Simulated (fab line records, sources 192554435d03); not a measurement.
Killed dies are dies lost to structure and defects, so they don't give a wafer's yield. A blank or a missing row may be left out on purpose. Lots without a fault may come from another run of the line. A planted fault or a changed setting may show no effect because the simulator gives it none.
fab line records | flow n5_finfet
record lots=15 wafers=41 last_day=18
route steps=1938 shown MOL_CONTACT_COAG@619 BEOL_M0_SAQP@638 BEOL_M4@1111
lots that met no fault: from a run of the same line without faults
start_h: hours from the record's first day to the start of the lot's first wafer shown | wait_h: hours since the lot's step before | " the same as in the row above | L1.1+2: a row that stands for several wafers | - no value, or no start given | * or withheld: withheld | < > ~ a bound
route shown NAME@n: a module of which the file shows steps, and the number in the route of the first | usual: mean/standard deviation of fault-free wafers | same: alike in all rows | chamber/n: place in a boat | sites: the reading at each site | _std_site: their standard deviation | _edge_site: outer sites' mean less inner sites' | radius_mm: how far each site lies from the wafer's centre | mask NAME#n: copy n | behind: the tool/chamber that last shaped the wafer | hold: why the lot was held/for how many hours/how that ended | device: the transistor (n, p or np) that didn't switch | end of line: the same wafers' tests at the end of the route | a step without rows: its recipe alone | killed: dies lost to structure and defects at the first sort, not the wafer's yield | map: a wafer's dies, x killed, . not, _ none there
set.NAME: the setting as run; set.NAME@STEP: as run at that earlier step | model.NAME: the simulator's own value behind a step, which no gauge read
steps of the route over a sample of lots; a table a step, a row a wafer
services: from which hour (start_h, from the record's first day; less than 0 if before it) a tool's chamber was out of use, for how many hours, and why
## steps
# step N5_MOL_CONTACT_COAG_STRIP_49
# recipe chemistry=N2/H2 time_s=30 power_w=1000 temp_c=250 pressure_mtorr=withheld n2_flow_sccm=1750 h2_flow_sccm=3250
# usual drypump_motor_current_A=5.59/0.26 heater_power_w=355/33
# same time_s=30
# columns lot.wafer tool chamber start_h wait_h drypump_motor_current_A heater_power_w rf_hours_counter_h
L580.2 plasma_asher-02 0 101.07 - 5.19 301 97
L580.5 " 0 " " 5.22 303 -
L581.1 plasma_asher-02 1 105.08 - 5.81 372 98
L581.6 " 0 " " 5.21 310 -
L582.2 plasma_asher-02 1 108.44 - 5.78 366 98
L582.5 " 0 " " 5.23 302 -
L582.6 " 1 " " 5.78 367 -
L583.1 plasma_asher-01 0 118.14 - 5.86 371 44
L583.6 " 0 " " 5.88 376 -
L589.2 plasma_asher-02 0 163.57 - 5.20 303 109
L589.3 " 1 " " 5.79 365 -
L589.4 " 0 " " 5.18 304 -
L591.1 plasma_asher-01 1 164.22 - 5.50 385 53
L591.3 " 0 " " 5.85 381 -
L591.4 " 1 " " 5.52 386 -
L590.1 plasma_asher-02 1 172.64 - 5.78 366 110
L590.2 " 0 " " 5.21 301 110
L590.3 " 1 " " 5.80 369 -
L592.1 plasma_asher-01 0 176.59 - 5.85 361 54
L592.3 " 1 " " 5.56 384 -
L592.5 " 1 " " 5.53 384 -
L593.3 plasma_asher-02 0 189.30 - 5.20 301 -
L593.4 " 1 " " 5.78 356 -
L593.5 " 0 " " 5.20 304 -
L597.1 plasma_asher-02 0 212.26 - 5.23 306 119
L597.6 " 1 " " 5.81 368 -
L598.1 plasma_asher-01 0 222.61 - 5.86 374 64
L598.4 " 0 " " 5.85 368 -
L598.6 " 0 " " 5.87 369 -
L599.3 plasma_asher-01 1 225.36 - 5.53 399 -
L599.4 " 0 " " 5.84 377 -
L599.5 " 0 " " 5.84 370 -
L601.1 plasma_asher-02 1 231.23 - 5.82 356 122
L601.2 " 0 " " 5.19 296 122
L601.5 " 1 " " 5.79 373 -
L602.1 plasma_asher-01 0 234.58 - 5.87 366 66
L602.2 " 1 " " 5.52 394 66
L602.6 " 0 " " 5.87 371 -
L603.1 plasma_asher-02 0 245.37 - 5.21 304 125
L603.3 " 1 " " 5.81 364 -
L603.5 " 0 " " 5.20 304 -
# step N5_MOL_CONTACT_COAG_THK_MEAS_53
# recipe reads=SiO2_of_MOL_CONTACT_COAG_PECVD_31
# usual VIA_MOL_THK=44.1/0.82
# columns lot.wafer tool chamber start_h wait_h VIA_MOL_THK[nm]
L580.2 film_metro-01 - 101.96 - 44.3
L580.5 " - " " 45.1
L581.1 film_metro-02 - 105.98 - 44.4
L581.6 " - " " 45.5
L582.2 film_metro-02 - 109.39 - 44.6
L582.5 " - " " 45.1
L582.6 " - " " 45.4
L583.1 film_metro-02 - 119.04 - 42.5
L583.6 " - " " 45.6
L589.2 film_metro-02 - 164.47 - 44.0
L589.3 " - " " 43.1
L589.4 " - " " 44.5
L591.1 film_metro-02 - 165.12 - 43.8
L591.3 " - " " 43.6
L591.4 " - " " 44.2
L590.1 film_metro-02 - 173.54 - 44.1
L590.2 " - " " 44.7
L590.3 " - " " 43.7
L592.1 film_metro-01 - 177.48 - 44.3
L592.3 " - " " 43.6
L592.5 " - " " 44.4
L593.3 film_metro-02 - 190.30 - 42.7
L593.4 " - " " 44.9
L593.5 " - " " 45.7
L597.1 film_metro-01 - 213.17 - 45.0
L597.6 " - " " 45.4
L598.1 film_metro-01 - 223.51 - 44.1
L598.4 " - " " 45.5
L598.6 " - " " 44.6
L599.3 film_metro-02 - 226.28 - 43.5
L599.4 " - " " 44.4
L599.5 " - " " 43.9
L601.1 film_metro-01 - 232.17 - 43.8
L601.2 " - " " 43.8
L601.5 " - " " 44.0
L602.1 film_metro-02 - 235.47 - 43.0
L602.2 " - " " 42.8
L602.6 " - " " 44.1
L603.1 film_metro-02 - 246.27 - 43.3
L603.3 " - " " 43.6
L603.5 " - " " 44.5
# step N5_BEOL_M0_SAQP_PECVD_04
# recipe material=a-Si target_thk_a=600 temp_c=350 precursor=SiH4/He pressure_torr=3 rf_w=100 time_s=60.2
# usual chamber_pressure_Torr=2.999/0.0071 heater_power_outer_w=339/30 heater_power_w=602/43 showerhead_plenum_p_Torr=5.640/0.027 throttle_valve_pct=17.6/1.1 time_s=60.2/0
# columns lot.wafer tool chamber start_h wait_h chamber_pressure_Torr heater_power_outer_w heater_power_w showerhead_plenum_p_Torr throttle_valve_pct time_s
L580.2 pecvd-03 0 107.03 0.0 2.985 338 633 5.693 18.0 60.2
L580.5 " 1 " " 3.005 342 582 5.621 19.5 60.2
L581.1 pecvd-03 2 110.88 0.0 3.009 372 609 5.630 16.0 60.2
L581.6 " 0 " " 2.997 380 671 5.680 17.9 60.2
L582.2 pecvd-03 1 113.10 0.0 3.001 354 585 5.621 19.8 60.2
L582.5 " 0 " " 3.007 311 585 5.683 17.9 60.2
L582.6 " 1 " " 3.002 348 595 5.625 19.6 60.2
L583.1 pecvd-03 1 124.65 0.0 2.996 314 538 5.625 19.2 60.2
L583.6 " 2 " " 2.997 377 647 5.652 16.2 60.2
L589.2 pecvd-03 2 169.83 0.0 2.998 305 555 5.659 16.0 60.2
L589.3 " 1 " " 2.990 353 606 5.621 19.6 60.2
L589.4 " 0 " " 3.003 338 611 5.691 17.9 60.2
L591.1 pecvd-02 0 171.18 0.0 - - - - - -
L591.3 " 1 " " - - - - - -
L591.4 " 2 " " - - - - - -
L590.1 pecvd-03 1 177.49 0.0 - - - - - -
L590.2 " 0 " " - - - - - -
L590.3 " 2 " " - - - - - -
L592.1 pecvd-03 0 181.62 0.0 - - - - - -
L592.3 " 2 " " - - - - - -
L592.5 " 1 " " - - - - - -
L593.3 pecvd-02 2 197.35 0.0 2.998 391 710 5.618 17.6 60.2
L593.4 " 0 " " 3.001 354 620 5.607 16.6 60.2
L593.5 " 1 " " 3.008 323 613 5.626 17.0 60.2
L597.1 pecvd-02 1 220.01 0.0 3.006 293 574 5.636 17.3 60.2
L597.6 " 0 " " 2.989 349 573 5.598 16.9 60.2
L598.1 pecvd-03 0 228.65 0.0 2.993 315 582 5.682 18.0 60.2
L598.4 " 1 " " 3.002 352 599 5.637 19.8 60.2
L598.6 " 2 " " 3.002 360 635 5.647 16.2 60.2
L599.3 pecvd-02 1 230.87 0.1 2.990 326 615 5.635 17.2 60.2
L599.4 " 0 " " 3.001 337 594 5.602 16.8 60.2
L599.5 " 1 " " 3.000 313 626 5.644 17.3 60.2
L601.1 pecvd-02 0 238.38 0.0 3.001 343 572 5.610 16.8 60.2
L601.2 " 1 " " 2.993 301 598 5.628 17.3 60.2
L601.5 " 2 " " 3.000 339 643 5.618 15.8 60.2
L602.1 pecvd-04 2 239.63 0.0 2.998 338 633 5.632 17.7 60.2
L602.2 " 1 " " 2.994 329 575 5.597 18.0 60.2
L602.6 " 0 " " 3.006 375 629 5.663 18.0 60.2
L603.1 pecvd-04 0 250.10 0.0 2.996 345 574 5.669 17.9 60.2
L603.3 " 2 " " 2.997 324 603 5.610 17.9 60.2
L603.5 " 0 " " 2.995 344 582 5.675 17.7 60.2
# step N5_BEOL_M0_SAQP_THK_MEAS_05
# usual thk_nm=60.1/0.84
# columns lot.wafer tool chamber start_h wait_h thk_nm
L580.2 film_metro-02 - 107.13 0.1 60.0
L580.5 " - " " 60.0
L581.1 film_metro-02 - 110.99 0.1 58.9
L581.6 " - " " 60.4
L582.2 film_metro-01 - 113.20 0.1 59.2
L582.5 " - " " 60.7
L582.6 " - " " 60.7
L583.1 film_metro-01 - 124.76 0.1 58.9
L583.6 " - " " 60.4
L589.2 film_metro-01 - 169.94 0.1 59.6
L589.3 " - " " 60.9
L589.4 " - " " 61.6
L591.1 film_metro-02 - 171.28 0.1 22.7
L591.3 " - " " 23.5
L591.4 " - " " 23.4
L590.1 film_metro-01 - 177.59 0.1 22.9
L590.2 " - " " 22.9
L590.3 " - " " 22.9
L592.1 film_metro-01 - 181.71 0.1 22.7
L592.3 " - " " 23.0
L592.5 " - " " 23.7
L593.3 film_metro-01 - 197.45 0.1 60.1
L593.4 " - " " 60.4
L593.5 " - " " 60.4
L597.1 film_metro-02 - 220.14 0.1 59.3
L597.6 " - " " 60.1
L598.1 film_metro-01 - 228.75 0.1 59.7
L598.4 " - " " 60.9
L598.6 " - " " 60.3
L599.3 film_metro-02 - 230.97 0.1 60.2
L599.4 " - " " 59.5
L599.5 " - " " 60.4
L601.1 film_metro-02 - 238.48 0.1 58.6
L601.2 " - " " 58.7
L601.5 " - " " 60.7
L602.1 film_metro-02 - 239.72 0.1 59.4
L602.2 " - " " 61.1
L602.6 " - " " 61.6
L603.1 film_metro-01 - 250.19 0.1 59.0
L603.3 " - " " 58.6
L603.5 " - " " 60.7
# step N5_BEOL_M0_SAQP_HM_DEP_111
# recipe material=SiO2 target_thk_a=120 temp_c=400 precursor=SiH4/N2O pressure_torr=0.75 rf_w=275 time_s=7.2
# usual heater_power_w=755/67 showerhead_plenum_p_Torr=8.06/0.078
# same time_s=7.2
# columns lot.wafer tool chamber start_h wait_h heater_power_w showerhead_plenum_p_Torr
L580.2 pecvd-03 1 107.16 0.0 702 8.04
L580.5 " 0 " " 703 8.20
L581.1 pecvd-02 2 111.02 0.0 867 8.04
L581.6 " 2 " " 870 8.05
L582.2 pecvd-02 0 113.23 0.0 666 7.98
L582.5 " 2 " " 872 8.04
L582.6 " 1 " " 740 8.07
L583.1 pecvd-04 0 124.80 0.0 649 8.18
L583.6 " 0 " " 664 8.15
L589.2 pecvd-04 0 169.98 0.0 659 8.16
L589.3 " 1 " " 685 7.95
L589.4 " 0 " " 661 8.19
L591.1 pecvd-03 0 171.32 0.0 799 8.18
L591.3 " 2 " " 824 8.10
L591.4 " 0 " " 844 8.20
L590.1 pecvd-04 1 177.63 0.0 740 7.95
L590.2 " 2 " " 888 8.00
L590.3 " 0 " " 761 8.17
L592.1 pecvd-02 0 181.75 0.0 677 8.01
L592.3 " 2 " " 867 8.02
L592.5 " 0 " " 672 7.96
L593.3 pecvd-04 0 197.49 0.0 722 8.17
L593.4 " 1 " " 661 7.97
L593.5 " 2 " " 829 8.00
L597.1 pecvd-03 0 220.18 0.0 709 8.15
L597.6 " 2 " " 808 8.06
L598.1 pecvd-04 0 228.78 0.0 691 8.17
L598.4 " 2 " " 834 7.99
L598.6 " 1 " " 737 7.94
L599.3 pecvd-03 1 231.00 0.0 657 8.02
L599.4 " 2 " " 762 8.10
L599.5 " 0 " " 831 8.19
L601.1 pecvd-03 2 238.51 0.0 725 8.11
L601.2 " 0 " " 803 8.19
L601.5 " 2 " " 736 8.07
L602.1 pecvd-03 0 239.76 0.0 862 8.18
L602.2 " 1 " " 687 8.03
L602.6 " 2 " " 756 8.10
L603.1 pecvd-02 2 250.23 0.0 779 8.02
L603.3 " 0 " " 779 7.98
L603.5 " 0 " " 809 7.99
# step N5_BEOL_M0_SAQP_MANDREL_ETCH_20
# recipe target_depth_a=600 chemistry=HBr/Cl2 target=a-Si stop_on=SiNx bt_time_s=10 mask_material=SOC over_etch_frac=0.5 time_s=30 pressure_mtorr=10 icp_w=800 bias_w=75 HBr_flow_sccm=150 Cl2_flow_sccm=80 ends=end_point
# usual drypump_motor_current_A=5.9/0.38 oes_product_au=0.779/0.012 throttle_valve_pct=35.3/0.32
# same bt_time_s=10
# columns lot.wafer tool chamber start_h wait_h drypump_motor_current_A oes_product_au rf_hours_counter_h throttle_valve_pct
L580.2 rie_si-06 1 107.85 0.0 6.2 0.777 143 35.3
L580.5 " 3 " " 5.5 0.785 - 35.2
L581.1 rie_si-06 0 112.43 0.0 5.9 0.777 81 35.2
L581.6 " 3 " " 5.5 0.793 - 35.2
L582.2 rie_si-05 0 114.90 0.0 6.4 0.783 170 34.7
L582.5 " 0 " " 6.4 0.800 - 34.6
L582.6 " 3 " " 5.6 0.800 - 35.2
L583.1 rie_si-06 3 125.61 0.0 5.6 0.779 167 35.2
L583.6 " 1 " " 6.2 0.788 - 35.3
L589.2 rie_si-03 1 171.88 0.0 6.4 0.774 33 35.2
L589.3 " 2 " " 5.7 0.779 3 35.5
L589.4 " 0 " " 5.5 0.779 168 35.6
L591.1 rie_si-06 1 172.84 0.0 6.3 0.328 144 36.2
L591.3 " 0 " " 6.0 0.332 83 36.0
L591.4 " 2 " " 5.6 0.322 39 36.0
L590.1 rie_si-05 0 178.47 0.0 6.4 0.329 171 35.5
L590.2 " 1 " " 6.4 0.326 70 36.9
L590.3 " 3 " " 5.6 0.331 46 36.1
L592.1 rie_si-03 3 182.56 0.0 5.3 0.319 5 36.6
L592.3 " 2 " " 5.7 0.332 3 36.4
L592.5 " 0 " " 5.6 0.325 - 36.5
L593.3 rie_si-06 1 198.30 0.0 6.2 0.780 145 35.4
L593.4 " 2 " " 5.6 0.779 39 35.2
L593.5 " 2 " " 5.6 0.768 - 35.2
L597.1 rie_si-05 0 220.86 0.0 6.4 0.788 172 34.7
L597.6 " 3 " " 5.6 0.790 - 35.2
L598.1 rie_si-06 0 230.56 0.0 6.0 0.782 84 35.1
L598.4 " 2 " " 5.7 0.775 40 35.2
L598.6 " 3 " " 5.5 0.786 - 35.2
L599.3 rie_si-06 1 232.00 0.0 6.3 0.792 145 35.3
L599.4 " 3 " " 5.5 0.784 169 35.2
L599.5 " 3 " " 5.5 0.789 - 35.2
L601.1 rie_si-06 1 239.27 0.0 6.3 0.768 146 35.4
L601.2 " 3 " " 5.5 0.771 169 35.3
L601.5 " 3 " " 5.5 0.792 - 35.2
L602.1 rie_si-06 3 240.57 0.0 5.5 0.778 169 35.2
L602.2 " 1 " " 6.3 0.792 146 35.3
L602.6 " 1 " " 6.3 0.790 - 35.3
L603.1 rie_si-06 0 251.04 0.0 5.9 0.772 84 35.1
L603.3 " 2 " " 5.6 0.756 40 35.2
L603.5 " 3 " " 5.5 0.792 - 35.2
# step N5_BEOL_M0_SAQP_CD_MEAS_25
# recipe target_cd_nm=13.1 landing_energy_ev=1000 detector=se_inlens
# usual cd_nm=12.77/0.27
# columns lot.wafer tool chamber start_h wait_h cd_nm
L580.2 cd_sem-02 0 109.14 0.1 12.79
L580.5 " 0 " " 13.04
L581.1 cd_sem-01 0 113.89 0.1 12.42
L581.6 " 0 " " 12.69
L582.2 cd_sem-03 0 116.27 0.1 12.68
L582.5 " 0 " " 12.80
L582.6 " 0 " " 12.55
L583.1 cd_sem-03 0 127.06 0.1 12.90
L583.6 " 0 " " 13.20
L589.2 cd_sem-01 0 173.34 0.1 12.69
L589.3 " 0 " " 13.15
L589.4 " 0 " " 12.56
L591.1 cd_sem-01 0 174.74 0.1 -
L591.3 " 0 " " -
L591.4 " 0 " " -
L590.1 cd_sem-02 0 179.75 0.1 -
L590.2 " 0 " " -
L590.3 " 0 " " -
L592.1 cd_sem-02 0 183.84 0.1 -
L592.3 " 0 " " -
L592.5 " 0 " " -
L593.3 cd_sem-02 0 199.84 0.1 12.61
L593.4 " 0 " " 12.58
L593.5 " 0 " " 12.29
L597.1 cd_sem-01 0 222.25 0.1 13.16
L597.6 " 0 " " 13.54
L598.1 cd_sem-01 0 232.06 0.1 12.97
L598.4 " 0 " " 12.77
L598.6 " 0 " " 13.47
L599.3 cd_sem-02 0 233.47 0.1 12.47
L599.4 " 0 " " 12.78
L599.5 " 0 " " 12.34
L601.1 cd_sem-02 0 241.13 0.1 12.63
L601.2 " 0 " " 12.59
L601.5 " 0 " " 13.06
L602.1 cd_sem-01 0 242.19 0.1 13.09
L602.2 " 0 " " 12.81
L602.6 " 0 " " 12.73
L603.1 cd_sem-02 0 252.41 0.1 13.14
L603.3 " 0 " " 12.64
L603.5 " 0 " " 12.72
# step N5_BEOL_M4_RC_MEAS_101
# usual DIBL_N=35.3/2.5 DIBL_P=35/3.3 IOFF_N=0.15/0.049 IOFF_P=0.20/0.056 ION_N=673/16 ION_P=462/10 SS_N=71.2/0.85 SS_P=73.0/0.97 VT_N=252/4.9 VT_P=-251/5
# columns lot.wafer tool chamber start_h wait_h DIBL_N[mV/V] DIBL_P[mV/V] IOFF_N[nA/um] IOFF_P[nA/um] ION_N[uA/um] ION_P[uA/um] SS_N[mV/dec] SS_P[mV/dec] VT_N[mV] VT_P[mV]
L580.2 prober-02 0 180.63 0.2 34.2 33 0.13 0.19 673 461 70.8 72.6 251 -249
L580.5 " 0 " " 31.6 31 0.10 0.15 662 464 70.7 71.8 255 -252
L581.1 prober-02 0 186.07 0.0 37.3 39 0.19 0.21 691 466 72.6 73.9 248 -251
L581.6 " 0 " " 37.2 38 0.18 0.20 680 457 72.3 73.5 251 -256
L582.2 prober-02 0 195.20 0.2 40.5 41 0.25 0.29 710 483 72.2 74.0 244 -246
L582.5 " 0 " " 36.0 35 0.13 0.17 677 464 70.9 73.0 252 -254
L582.6 " 0 " " 39.7 40 0.21 0.25 681 463 72.3 73.7 248 -248
L583.1 prober-01 0 197.92 0.0 38.6 41 0.24 0.30 708 481 72.3 75.0 242 -244
L583.6 " 0 " " 39.0 41 0.24 0.32 709 490 73.0 75.2 245 -243
L589.2 prober-01 0 237.24 0.2 37.3 39 0.18 0.25 673 466 71.5 73.4 248 -247
L589.3 " 0 " " 33.5 33 0.12 0.18 675 464 70.2 72.0 253 -251
L589.4 " 0 " " 33.3 32 0.11 0.16 660 465 70.5 72.0 255 -251
L593.3 prober-02 0 267.83 0.3 35.6 37 0.17 0.22 685 473 72.0 73.4 249 -248
L593.4 " 0 " " 36.5 38 0.19 0.23 698 475 71.4 73.2 247 -250
L593.5 " 0 " " 37.9 39 0.21 0.25 689 469 71.4 73.7 245 -244
L597.1 prober-01 0 287.75 0.4 32.1 33 0.11 0.16 663 462 70.3 71.7 254 -254
L597.6 " 0 " " 31.2 32 0.11 0.15 668 460 70.5 71.4 255 -253
L598.1 prober-01 0 292.35 0.0 34.7 35 0.12 0.18 676 471 70.4 72.4 255 -254
L598.4 " 0 " " 35.7 36 0.15 0.20 675 468 71.0 72.7 252 -253
L598.6 " 0 " " 31.3 31 0.09 0.13 652 453 69.6 72.6 257 -257
L599.3 prober-01 0 297.24 0.3 32.7 32 0.11 0.16 684 473 70.2 73.0 255 -254
L599.4 " 0 " " 33.0 33 0.11 0.18 658 462 70.7 73.1 253 -250
L599.5 " 0 " " 33.1 32 0.10 0.16 666 462 70.4 72.7 260 -253
L602.1 prober-02 0 297.30 0.0 30.2 29 0.08 0.11 665 457 70.0 72.5 259 -258
L602.2 " 0 " " 31.0 30 0.09 0.11 646 447 70.0 72.4 257 -257
L602.6 " 0 " " 31.3 30 0.09 0.12 648 442 69.9 72.0 259 -259
L601.1 prober-02 0 312.37 0.0 31.1 28 0.07 0.10 644 447 69.2 71.7 262 -261
L601.2 " 0 " " 34.4 30 0.10 0.12 640 434 70.3 71.8 260 -260
L601.5 " 0 " " 34.5 32 0.11 0.13 672 461 70.5 72.5 254 -258
L603.1 prober-02 0 318.45 0.0 32.9 31 0.09 0.13 648 451 71.3 72.7 257 -261
L603.3 " 0 " " 37.2 36 0.14 0.18 654 448 71.5 73.9 253 -254
L603.5 " 0 " " 37.3 35 0.14 0.17 656 445 72.3 73.9 256 -256
## services
# columns tool chamber start_h hours kind
pecvd-02 0 84.33 4.5 repair
pecvd-03 - 90.35 5.5 pm
rie_si-05 0 91.17 9.4 repair
pecvd-04 2 103.38 6.2 repair
rie_si-03 2 137.33 9.0 repair
pecvd-03 1 139.51 3.6 repair
pecvd-02 - 158.06 4.1 repair
rie_si-05 2 174.04 - clean
rie_si-05 2 174.04 14.6 scheduled_down
rie_si-05 2 174.04 14.6 vent_cycle
rie_si-06 2 176.00 10.6 repair
plasma_asher-02 - 176.13 1.0 repair
pecvd-03 1 190.69 5.5 scheduled_down
pecvd-04 1 199.84 2.1 scheduled_down
pecvd-02 2 202.38 - clean
pecvd-02 2 202.38 - consumable_replace:showerhead
pecvd-02 2 202.38 29.0 scheduled_down
pecvd-02 2 202.38 29.0 vent_cycle
rie_si-03 0 209.00 6.2 repair
rie_si-06 0 225.75 1.0 repair
rie_si-06 0 236.66 3.4 repair
## key
first_sign step=N5_BEOL_M0_SAQP_PECVD_04 reading=tool_record direction=missing
effect step=N5_BEOL_M0_SAQP_THK_MEAS_05 reading=thk_nm direction=down sigmas=44 usual=* struck=*
effect step=N5_BEOL_M0_SAQP_MANDREL_ETCH_20 reading=oes_product_au direction=down sigmas=38 usual=0.779 struck=0.327
effect step=N5_BEOL_M0_SAQP_CD_MEAS_25 reading=cd_nm direction=missing
met_at N5_BEOL_M0_SAQP_PECVD_04
struck_lots L590,L591,L592
later_rows_left_out L590.1,L590.2,L590.3,L591.1,L591.3,L591.4,L592.1,L592.3,L592.5
sort_left_out L590.1,L590.2,L590.3,L591.1,L591.3,L591.4,L592.1,L592.3,L592.5
not_acting_at N5_MOL_CONTACT_COAG_STRIP_49,N5_MOL_CONTACT_COAG_THK_MEAS_53,N5_BEOL_M0_SAQP_HM_DEP_111
onset_between 169.83 171.18
fault kind=skipped_step_whole tool=pecvd-02,pecvd-03 chamber=- onset_h=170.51 steps=N5_BEOL_M0_SAQP_PECVD_04 scope=struck_lots_only
# sort_left_out: the simulated sort isn't trusted on such a fault, so these wafers' sort isn't shown, and their yield isn't known
# later_rows_left_out: the simulator's readings of these wafers behind a module that went badly wrong aren't trusted and aren't shown, but for the sort
